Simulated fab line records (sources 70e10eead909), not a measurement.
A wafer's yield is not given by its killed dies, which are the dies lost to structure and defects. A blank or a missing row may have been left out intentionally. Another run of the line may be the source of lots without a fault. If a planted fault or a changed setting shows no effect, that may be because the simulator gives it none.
fab line records    flow nandHarc    part 1 of 2: steps 1 to 4 of 6
record lots=24  wafers=72  lastDay=33
route steps=1302 shown A_STAIRCASE@830 A_SLIT@933 A_WL_FILL@957
lots with no fault: from the same line, run without faults
startH: start of the lot's first displayed wafer, in hours after the record's first day    waitH: time in hours since the lot's previous step    " unchanged from the row above    L1.1+2: a row that stands for several wafers    - no value, or no start given    * or withheld: withheld    < > ~ a bound
route shown NAME@n: names a module that has steps shown in the file, with the first one's number in the route    usual: mean and standard deviation over wafers with no fault    same: alike in all rows    chamber/n: place in a boat    sites: the reading at each site    _std_site: the standard deviation of these    _edge_site: outer sites' mean less inner sites'    radiusMm: for every site, how far away it sits from the centre of the wafer    mask NAME#n: copy n    behind: tool/chamber where the wafer was last shaped    hold: why the lot went on hold/how many hours it stayed there/how the hold came to an end    device: names the non-switching transistor (n, p or np)    end of line: the route-end tests of the same wafers    a step without rows: its recipe alone    killed: dies that structure and defects cost at the first sort, which is not the same as the wafer's yield    map: the dies of a wafer, with x for killed, . for not killed, _ for no die there
set.NAME: the setting the step ran with; set.NAME@STEP: the setting that earlier step ran with    model.NAME: the simulator's own value behind a step, which no gauge read
the route's steps for a sample of lots (tables are steps, rows are wafers)
services: when a tool's chamber went out of use (startH, in hours from the record's first day, below 0 if earlier), for how many hours, and the reason
## steps
# step NHARC_A_STAIRCASE_DESCUM_312
# recipe timeS=3  o2FlowSccm=200  arFlowSccm=0  biasPowerW=0  chemistry=O2
# usual drypumpMotorCurrentA=5.7/0.41  mfcArSccm=0.007/0.012  o2FlowSccm=200.1/0.63  oesProductAu=1.006/0.013  rfVppV=57.8/0.86  showerheadPlenumPTorr=1.94/0.094  throttleValvePct=11.311/0.0077
# same timeS=3
lot.wafer  tool        chamber  startH  waitH  drypumpMotorCurrentA  mfcArSccm  o2FlowSccm  oesProductAu  rfHoursCounterH  rfVppV  showerheadPlenumPTorr  throttleValvePct
L074.3     rieDiel-10  1        390.64  -      5.7                   0          199.8       1.020         50               57.3    1.92                   11.313
L074.4     "           0        "       "      5.4                   0          200.0       1.016         42               57.4    2.06                   11.317
L074.5     "           1        "       "      5.8                   0          200.3       1.026         -                57.0    1.92                   11.312
L075.3     rieDiel-10  1        397.27  -      5.8                   0          200.0       1.021         57               57.3    1.92                   11.319
L075.4     "           0        "       "      5.5                   0          200.1       1.008         48               58.6    2.06                   11.315
L075.6     "           1        "       "      5.8                   0          200.1       1.029         -                59.1    1.92                   11.316
L076.1     rieDiel-10  1        409.83  -      5.7                   0          200.7       1.031         61               59.4    1.92                   11.309
L076.2     "           2        "       "      5.4                   0          201.7       1.017         47               57.3    1.77                   11.303
L076.5     "           1        "       "      5.7                   0          200.4       1.038         -                58.1    1.92                   11.312
L078.3     rieDiel-02  3        418.07  -      5.5                   0.022      200.2       0.996         9                58.0    2.06                   11.316
L078.1     "           0        "       "      6.1                   0          199.9       1.004         5                57.8    1.86                   11.311
L078.6     "           0        "       "      6.1                   0          199.9       1.013         -                55.4    1.86                   11.307
L077.2     rieDiel-10  2        421.08  -      5.4                   0          199.8       1.006         51               56.7    1.77                   11.311
L077.3     "           0        "       "      5.5                   0          201.1       1.006         55               58.5    2.06                   11.310
L077.4     "           0        "       "      5.4                   0          199.8       0.998         -                59.3    2.06                   11.306
L079.3     rieDiel-01  1        442.84  -      6.1                   0.000      200.8       0.987         19               56.7    1.88                   11.313
L079.1     "           2        "       "      5.9                   0.027      201.5       1.002         17               57.1    2.05                   11.301
L079.4     "           0        "       "      4.7                   0          200.2       1.000         17               57.8    1.91                   11.310
L080.1     rieDiel-02  1        447.91  -      6.2                   0.034      200.5       1.009         13               59.3    1.92                   11.308
L080.4     "           2        "       "      6.1                   0          200.2       1.014         16               58.5    1.80                   11.306
L080.2     "           0        "       "      6.1                   0          199.9       1.014         13               57.3    1.86                   11.306
L081.3     rieDiel-01  3        455.46  -      5.6                   0.002      199.8       1.003         23               58.6    2.04                   11.301
L081.2     "           0        "       "      4.8                   0          199.7       1.021         22               58.4    1.91                   11.313
L081.6     "           1        "       "      6.1                   0.000      201.0       1.014         -                57.6    1.88                   11.318
L083.3     rieDiel-10  3        467.94  -      5.9                   0          199.8       0.996         10               57.2    1.97                   11.302
L083.4     "           3        "       "      6.0                   0          199.4       0.992         -                57.5    1.97                   11.306
L083.6     "           0        "       "      5.5                   0          199.8       0.991         -                58.6    2.05                   11.308
L082.3     rieDiel-01  3        472.07  -      5.7                   0.002      199.1       1.002         30               59.6    2.03                   11.300
L082.2     "           0        "       "      4.7                   0          201.1       1.017         27               57.0    1.91                   11.314
L082.5     "           2        "       "      5.8                   0.027      199.4       0.992         -                59.1    2.05                   11.309
L084.2     rieDiel-01  0        487.17  -      4.7                   0          199.9       1.025         31               58.2    1.91                   11.310
L084.3     "           1        "       "      6.1                   0.000      200.3       1.000         32               58.1    1.87                   11.310
L084.5     "           1        "       "      6.1                   0.000      198.9       1.009         -                58.0    1.87                   11.311
L085.2     rieDiel-01  0        494.50  -      4.7                   0          199.6       1.029         33               57.4    1.91                   11.299
L085.6     "           2        "       "      5.9                   0.027      200.4       1.008         -                57.9    2.04                   11.305
L085.5     "           3        "       "      5.6                   0.002      200.8       1.002         -                59.6    2.03                   11.314
L086.2     rieDiel-01  2        504.78  -      5.9                   0.027      201.6       0.990         41               60.3    2.04                   11.318
L086.1     "           3        "       "      5.6                   0.002      199.4       1.011         41               57.4    2.03                   11.318
L086.6     "           1        "       "      6.1                   0.000      200.1       1.003         -                58.1    1.87                   11.312
L087.1     rieDiel-10  1        506.83  -      5.7                   0          199.4       1.029         17               57.5    1.91                   11.313
L087.4     "           2        "       "      5.4                   0          200.1       1.018         20               57.6    2.07                   11.302
L087.5     "           0        "       "      5.4                   0          199.5       1.007         -                57.5    2.05                   11.315
L089.4     rieDiel-02  0        527.16  -      6.2                   0          200.7       1.011         38               57.6    1.85                   11.310
L089.5     "           0        "       "      6.1                   0          200.7       1.013         -                58.6    1.85                   11.310
L089.6     "           1        "       "      6.2                   0.034      200.4       1.014         -                58.5    1.91                   11.320
L088.2     rieDiel-02  0        531.93  -      6.1                   0          199.3       1.027         40               57.9    1.85                   11.329
L088.3     "           2        "       "      6.1                   0          200.0       1.017         42               57.4    1.79                   11.313
L088.6     "           1        "       "      6.2                   0.034      199.3       1.023         -                57.6    1.91                   11.307
L091.1     rieDiel-02  0        548.79  -      6.2                   0          201.0       1.014         46               57.0    1.85                   11.315
L091.5     "           2        "       "      6.1                   0          199.8       1.007         -                56.6    1.79                   11.315
L091.6     "           3        "       "      5.5                   0.022      201.3       0.982         -                57.9    2.04                   11.302
L090.1     rieDiel-01  2        554.78  -      5.9                   0.027      199.5       0.993         61               58.8    2.04                   11.299
L090.3     "           0        "       "      4.7                   0          198.7       1.007         51               57.6    1.90                   11.311
L090.5     "           3        "       "      5.6                   0.002      200.4       0.994         -                56.8    2.02                   11.307
L092.2     rieDiel-10  3        576.19  -      5.9                   0          200.7       0.990         47               57.6    1.96                   11.328
L092.6     "           0        "       "      5.4                   0          199.7       1.011         -                58.8    2.04                   11.302
L092.5     "           1        "       "      5.7                   0          199.4       1.011         -                58.1    1.91                   11.295
L093.2     rieDiel-01  1        577.34  -      6.1                   0.000      199.7       1.015         4                57.8    1.87                   11.327
L093.1     "           3        "       "      5.7                   0.002      199.3       0.997         6                57.7    2.02                   11.310
L093.5     "           1        "       "      6.1                   0.000      199.9       1.021         -                56.9    1.87                   11.305
L094.2     rieDiel-01  2        597.36  -      5.8                   0.027      200.3       0.985         15               58.8    2.03                   11.316
L094.5     "           2        "       "      5.8                   0.027      199.6       0.987         -                58.2    2.03                   11.308
L094.6     "           3        "       "      5.6                   0.002      200.0       1.012         -                58.7    2.02                   11.320
L095.1     rieDiel-02  2        599.27  -      6.1                   0          199.7       1.028         7                56.7    1.79                   11.332
L095.4     "           3        "       "      5.5                   0.022      200.5       0.991         6                57.9    2.04                   11.303
L095.2     "           0        "       "      6.1                   0          199.7       0.997         5                57.2    1.84                   11.326
L096.4     rieDiel-02  1        606.70  -      6.2                   0.034      200.4       1.005         9                57.0    1.90                   11.326
L096.2     "           3        "       "      5.5                   0.022      200.2       0.979         8                59.7    2.04                   11.313
L096.6     "           2        "       "      6.1                   0          198.6       1.011         -                57.5    1.79                   11.321
L097.4     rieDiel-01  0        606.96  -      4.7                   0          199.0       1.003         15               58.1    1.90                   11.309
L097.3     "           1        "       "      6.1                   0.000      200.2       1.020         15               58.0    1.86                   11.300
L097.5     "           3        "       "      5.6                   0.002      199.2       0.999         -                57.0    2.02                   11.317
# step NHARC_A_STAIRCASE_STRIP_316
# recipe o2FlowSccm=500  arFlowSccm=0  biasW=0  chemistry=O2
# usual drypumpMotorCurrentA=5.7/0.4  mfcArSccm=0.008/0.012  o2FlowSccm=499.9/1.3  oesProductAu=1.006/0.011  rfVppV=58.0/0.86  showerheadPlenumPTorr=3.59/0.16  throttleValvePct=17.037/0.0084
lot.wafer  tool        chamber  startH  waitH  drypumpMotorCurrentA  mfcArSccm  o2FlowSccm  oesProductAu  rfHoursCounterH  rfVppV  showerheadPlenumPTorr  throttleValvePct
L074.4     rieDiel-10  0        -       -      5.5                   0          498.8       1.011         46               58.2    3.78                   17.032
L074.3     "           2        "       "      5.4                   0          501.2       1.009         40               58.2    3.29                   17.028
L074.5     "           0        "       "      5.5                   0          498.4       1.010         -                59.1    3.78                   17.022
L075.4     rieDiel-10  0        -       -      5.5                   0          498.6       1.010         49               59.7    3.78                   17.028
L075.3     "           1        "       "      5.8                   0          500.7       1.027         58               57.9    3.54                   17.044
L075.6     "           1        "       "      5.8                   0          501.2       1.023         -                58.5    3.54                   17.047
L076.2     rieDiel-10  3        -       -      6.0                   0          499.0       1.001         53               57.9    3.64                   17.046
L076.1     "           2        "       "      5.4                   0          501.4       1.003         48               56.9    3.28                   17.028
L076.5     "           3        "       "      5.9                   0          499.8       0.995         -                58.8    3.64                   17.020
L078.1     rieDiel-02  0        -       -      6.1                   0          500.5       1.016         6                56.9    3.43                   17.026
L078.3     "           3        "       "      5.5                   0.022      501.2       0.997         10               58.9    3.77                   17.035
L078.6     "           0        "       "      6.1                   0          500.9       1.009         -                56.3    3.43                   17.034
L077.3     rieDiel-10  0        -       -      5.4                   0          499.8       1.018         56               59.1    3.78                   17.039
L077.2     "           2        "       "      5.4                   0          501.0       1.008         51               59.5    3.28                   17.029
L077.4     "           2        "       "      5.4                   0          500.6       1.002         -                56.0    3.28                   17.033
L079.1     rieDiel-01  1        -       -      6.1                   0.000      502.4       0.996         19               59.4    3.47                   17.046
L079.4     "           2        "       "      5.9                   0.027      499.4       1.007         17               57.9    3.76                   17.046
L079.3     "           3        "       "      5.7                   0.002      498.7       1.009         17               57.8    3.74                   17.055
L080.2     rieDiel-02  2        -       -      6.1                   0          500.4       1.004         17               56.7    3.33                   17.037
L080.4     "           3        "       "      5.6                   0.022      499.1       0.998         18               58.1    3.77                   17.041
L080.1     "           0        "       "      6.1                   0          497.2       1.007         14               58.0    3.43                   17.037
L081.2     rieDiel-01  3        -       -      5.7                   0.002      499.6       1.005         24               57.2    3.74                   17.026
L081.3     "           0        "       "      4.7                   0          501.2       1.021         23               58.2    3.52                   17.037
L081.6     "           2        "       "      5.9                   0.027      498.6       0.992         -                58.5    3.76                   17.045
L083.3     rieDiel-10  3        -       -      5.9                   0          498.9       0.994         11               58.3    3.63                   17.028
L083.4     "           3        "       "      6.0                   0          501.0       1.002         -                60.0    3.63                   17.027
L083.6     "           0        "       "      5.5                   0          500.3       1.007         -                57.1    3.77                   17.050
L082.3     rieDiel-01  3        -       -      5.6                   0.002      501.3       1.009         30               58.6    3.74                   17.050
L082.2     "           0        "       "      4.7                   0          499.8       1.013         28               57.7    3.52                   17.036
L082.5     "           3        "       "      5.7                   0.002      499.1       1.007         -                58.6    3.74                   17.045
L084.3     rieDiel-01  3        -       -      5.7                   0.002      500.6       0.995         35               57.2    3.73                   17.041
L084.2     "           2        "       "      5.9                   0.027      498.0       0.990         35               58.9    3.75                   17.042
L084.5     "           3        "       "      5.7                   0.002      501.6       0.996         -                59.2    3.73                   17.034
L085.2     rieDiel-01  3        -       -      5.7                   0.002      499.9       1.002         39               58.3    3.73                   17.034
L085.6     "           2        "       "      5.9                   0.027      500.8       0.993         -                58.9    3.75                   17.045
L085.5     "           3        "       "      5.7                   0.002      498.4       0.994         -                58.1    3.73                   17.026
L086.1     rieDiel-01  2        -       -      5.9                   0.027      498.7       0.993         42               59.0    3.75                   17.027
L086.2     "           3        "       "      5.6                   0.002      500.5       1.002         42               59.2    3.73                   17.039
L086.6     "           1        "       "      6.1                   0.000      500.1       1.006         -                57.4    3.46                   17.047
L087.1     rieDiel-10  3        -       -      6.0                   0          499.2       0.995         24               57.9    3.62                   17.053
L087.4     "           2        "       "      5.4                   0          501.2       1.013         20               59.3    3.80                   17.049
L087.5     "           0        "       "      5.5                   0          498.0       1.000         -                57.7    3.76                   17.032
L089.4     rieDiel-02  3        -       -      5.5                   0.022      498.1       0.986         39               59.4    3.75                   17.045
L089.6     "           2        "       "      6.1                   0          499.0       1.010         -                57.5    3.32                   17.034
L089.5     "           3        "       "      5.6                   0.022      496.9       0.992         -                59.0    3.75                   17.030
L088.2     rieDiel-02  0        -       -      6.1                   0          503.1       1.013         41               58.3    3.41                   17.044
L088.3     "           1        "       "      6.3                   0.034      498.4       1.016         42               58.2    3.52                   17.052
L088.6     "           0        "       "      6.1                   0          500.4       1.007         -                58.8    3.41                   17.045
L091.1     rieDiel-02  2        -       -      6.2                   0          499.0       1.021         49               58.2    3.31                   17.033
L091.5     "           1        "       "      6.2                   0.034      500.4       1.022         -                58.2    3.51                   17.032
L091.6     "           2        "       "      6.1                   0          497.8       1.015         -                58.3    3.31                   17.054
L090.1     rieDiel-01  2        -       -      5.8                   0.027      497.7       0.982         61               58.6    3.74                   17.040
L090.3     "           3        "       "      5.6                   0.002      501.3       1.008         62               58.7    3.72                   17.033
L090.5     "           2        "       "      5.9                   0.027      501.6       0.995         -                60.2    3.74                   17.037
L092.2     rieDiel-10  0        -       -      5.5                   0          499.7       1.003         48               59.3    3.75                   17.037
L092.5     "           2        "       "      5.4                   0          500.3       1.029         -                56.4    3.78                   17.018
L092.6     "           3        "       "      5.9                   0          499.7       0.997         -                57.9    3.61                   17.032
L093.2     rieDiel-01  3        -       -      5.7                   0.002      500.7       0.994         7                57.8    3.71                   17.038
L093.1     "           1        "       "      6.1                   0.000      500.0       1.019         5                57.5    3.45                   17.043
L093.5     "           2        "       "      5.9                   0.027      501.0       0.999         -                58.1    3.74                   17.037
L094.2     rieDiel-01  1        -       -      6.0                   0.000      500.4       1.025         13               58.6    3.44                   17.022
L094.5     "           2        "       "      5.9                   0.027      501.6       0.991         -                58.3    3.73                   17.038
L094.6     "           3        "       "      5.7                   0.002      501.8       1.004         -                58.4    3.71                   17.049
L095.4     rieDiel-02  2        -       -      6.2                   0          499.2       1.035         7                57.0    3.31                   17.037
L095.1     "           3        "       "      5.5                   0.022      497.8       0.996         6                57.3    3.74                   17.034
L095.2     "           0        "       "      6.2                   0          499.6       1.010         6                58.3    3.41                   17.038
L096.2     rieDiel-02  0        -       -      6.1                   0          499.5       1.014         8                57.4    3.40                   17.037
L096.4     "           1        "       "      6.2                   0.034      498.4       1.005         9                58.9    3.50                   17.047
L096.6     "           3        "       "      5.5                   0.022      500.0       0.997         -                58.9    3.74                   17.035
L097.3     rieDiel-01  1        -       -      6.1                   0.000      499.8       1.025         16               56.8    3.44                   17.023
L097.4     "           2        "       "      5.9                   0.027      497.8       0.999         17               57.9    3.73                   17.038
L097.5     "           0        "       "      4.7                   0          500.6       1.012         -                57.3    3.50                   17.046
# step NHARC_A_SLIT_CD_MEAS_09
# recipe targetCdNm=300  landingEnergyEv=500
# usual cdNm=300.3/0.55
# same landingEnergyEv=500
lot.wafer  tool      chamber  startH  waitH  cdNm
L074.3     cdSem-01  0        458.69  -      301.0
L074.4     "         0        "       "      299.6
L074.5     "         0        "       "      299.1
L075.3     cdSem-03  0        465.97  -      301.4
L075.4     "         0        "       "      300.5
L075.6     "         0        "       "      300.9
L076.1     cdSem-01  0        472.86  -      300.9
L076.2     "         0        "       "      301.5
L076.5     "         0        "       "      300.3
L078.1     cdSem-01  0        485.17  -      300.9
L078.3     "         0        "       "      301.1
L078.6     "         0        "       "      299.9
L077.2     cdSem-03  0        485.32  -      300.3
L077.3     "         0        "       "      299.9
L077.4     "         0        "       "      299.7
L080.1     cdSem-03  0        508.47  -      299.9
L080.2     "         0        "       "      300.1
L080.4     "         0        "       "      300.3
L079.1     cdSem-02  0        508.63  -      300.8
L079.3     "         0        "       "      300.8
L079.4     "         0        "       "      301.1
L081.2     cdSem-03  0        516.45  -      299.8
L081.3     "         0        "       "      300.8
L081.6     "         0        "       "      300.4
L082.2     cdSem-03  0        533.71  -      300.7
L082.3     "         0        "       "      299.5
L082.5     "         0        "       "      300.2
L083.3     cdSem-03  0        535.03  -      300.5
L083.4     "         0        "       "      300.1
L083.6     "         0        "       "      299.6
L085.2     cdSem-02  0        551.98  -      299.6
L085.5     "         0        "       "      300.1
L085.6     "         0        "       "      300.3
L084.2     cdSem-01  0        552.19  -      301.0
L084.3     "         0        "       "      301.0
L084.5     "         0        "       "      300.2
L087.1     cdSem-02  0        566.19  -      300.2
L087.4     "         0        "       "      300.7
L087.5     "         0        "       "      300.8
L086.1     cdSem-03  0        567.40  -      299.9
L086.2     "         0        "       "      300.1
L086.6     "         0        "       "      300.7
L089.4     cdSem-03  0        588.68  -      300.4
L089.5     "         0        "       "      301.0
L089.6     "         0        "       "      300.1
L088.2     cdSem-02  0        589.12  -      300.6
L088.3     "         0        "       "      299.9
L088.6     "         0        "       "      300.7
L090.1     cdSem-02  0        612.07  -      300.5
L090.3     "         0        "       "      299.7
L090.5     "         0        "       "      299.9
L091.1     cdSem-02  0        612.22  -      300.1
L091.5     "         0        "       "      299.5
L091.6     "         0        "       "      300.4
L092.2     cdSem-03  0        636.63  -      300.3
L092.5     "         0        "       "      300.1
L092.6     "         0        "       "      300.3
L093.1     cdSem-02  0        636.78  -      300.7
L093.2     "         0        "       "      300.9
L093.5     "         0        "       "      300.9
L094.2     cdSem-02  0        659.79  -      299.9
L094.5     "         0        "       "      300.3
L094.6     "         0        "       "      299.9
L095.1     cdSem-03  0        659.82  -      300.9
L095.2     "         0        "       "      300.0
L095.4     "         0        "       "      299.3
L096.2     cdSem-02  0        671.88  -      300.9
L096.4     "         0        "       "      300.0
L096.6     "         0        "       "      300.9
L097.3     cdSem-01  0        672.74  -      299.3
L097.4     "         0        "       "      300.6
L097.5     "         0        "       "      299.3
# step NHARC_A_WL_FILL_ETCHBACK_04
# recipe targetDepthA=600  timeS=120  chemistry=NF3
# usual drypumpMotorCurrentA=6.1/0.5  oesProductAu=0.993/0.01
# same timeS=120
lot.wafer  tool         chamber  startH  waitH  drypumpMotorCurrentA  oesProductAu  rfHoursCounterH
L074.3     rieMetal-02  0        473.66  0.3    6.4                   0.982         -
L074.4     "            1        "       "      5.9                   0.991         -
L074.5     "            0        "       "      6.4                   0.979         -
L075.4     rieMetal-03  0        481.10  0.2    5.3                   1.019         -
L075.3     "            1        "       "      5.7                   0.984         -
L075.6     "            0        "       "      5.3                   1.012         -
L076.2     rieMetal-02  1        487.34  0.3    5.9                   0.999         0.2
L076.1     "            0        "       "      6.4                   0.989         0.2
L076.5     "            1        "       "      5.9                   0.991         -
L078.1     rieMetal-01  0        499.92  0.3    6.8                   0.985         1.4
L078.3     "            0        "       "      6.8                   0.981         -
L078.6     "            1        "       "      6.5                   0.992         -
L077.2     rieMetal-02  1        499.96  0.4    5.8                   0.988         0.7
L077.3     "            0        "       "      6.4                   0.980         -
L077.4     "            1        "       "      5.9                   0.993         -
L080.2     rieMetal-01  0        522.97  0.3    6.8                   0.992         1.8
L080.1     "            1        "       "      6.5                   1.011         1.8
L080.4     "            1        "       "      6.4                   1.009         -
L079.1     rieMetal-01  1        527.67  0.3    6.4                   1.010         2.0
L079.4     "            1        "       "      6.4                   1.007         -
L079.3     "            0        "       "      6.8                   0.986         -
L081.2     rieMetal-01  1        534.81  0.3    6.4                   1.003         2.3
L081.3     "            1        "       "      6.4                   1.013         -
L081.6     "            0        "       "      6.8                   0.988         -
L082.2     rieMetal-01  0        548.58  0.3    6.8                   0.985         2.5
L082.3     "            1        "       "      6.5                   1.014         -
L082.5     "            1        "       "      6.4                   1.010         -
L083.3     rieMetal-03  0        548.95  0.3    5.3                   1.003         -
L083.4     "            1        "       "      5.7                   0.982         -
L083.6     "            1        "       "      5.7                   0.992         -
L085.2     rieMetal-03  0        566.76  0.4    5.3                   0.992         0.6
L085.6     "            1        "       "      5.7                   0.976         -
L085.5     "            0        "       "      5.3                   0.993         -
L084.2     rieMetal-01  1        566.88  0.4    6.5                   0.977         2.7
L084.3     "            1        "       "      6.4                   0.984         -
L084.5     "            0        "       "      6.8                   0.984         -
L087.1     rieMetal-03  0        580.91  0.4    5.3                   1.002         0.9
L087.4     "            1        "       "      5.7                   0.989         -
L087.5     "            1        "       "      5.7                   0.991         -
L086.1     rieMetal-02  0        581.05  0.3    6.4                   0.982         2.5
L086.2     "            0        "       "      6.4                   0.982         -
L086.6     "            0        "       "      6.4                   0.982         -
L089.4     rieMetal-03  1        603.26  0.2    5.7                   0.960         -
L089.5     "            1        "       "      5.7                   0.978         -
L089.6     "            0        "       "      5.3                   1.007         -
L088.2     rieMetal-02  1        603.40  0.4    5.9                   0.998         2.0
L088.3     "            1        "       "      5.9                   0.996         -
L088.6     "            1        "       "      5.9                   0.996         -
L091.1     rieMetal-02  0        626.61  0.3    6.4                   0.983         3.3
L091.6     "            0        "       "      6.4                   0.983         -
L091.5     "            1        "       "      5.9                   1.004         -
L090.1     rieMetal-01  1        626.80  0.3    6.5                   0.978         0.7
L090.3     "            0        "       "      6.8                   0.985         -
L090.5     "            1        "       "      6.5                   0.982         -
L092.2     rieMetal-03  0        651.56  0.3    5.3                   1.012         2.1
L092.5     "            0        "       "      5.3                   1.010         -
L092.6     "            1        "       "      5.7                   0.991         -
L093.1     rieMetal-02  0        655.41  0.3    6.4                   1.007         0.1
L093.2     "            1        "       "      5.8                   1.006         0.1
L093.5     "            0        "       "      6.4                   1.004         -
L094.2     rieMetal-02  0        674.68  0.3    6.4                   0.985         0.4
L094.6     "            0        "       "      6.4                   0.999         -
L094.5     "            1        "       "      5.8                   0.992         -
L095.1     rieMetal-01  0        674.69  0.3    6.8                   0.998         1.8
L095.2     "            1        "       "      6.5                   1.000         1.8
L095.4     "            0        "       "      6.7                   1.002         -
L097.3     rieMetal-01  1        686.58  0.2    6.5                   1.000         -
L097.4     "            0        "       "      6.7                   0.993         -
L097.5     "            0        "       "      6.8                   1.002         -
L096.2     rieMetal-03  0        686.61  0.3    5.3                   0.994         2.7
L096.4     "            0        "       "      5.3                   0.998         -
L096.6     "            0        "       "      5.3                   0.996         -
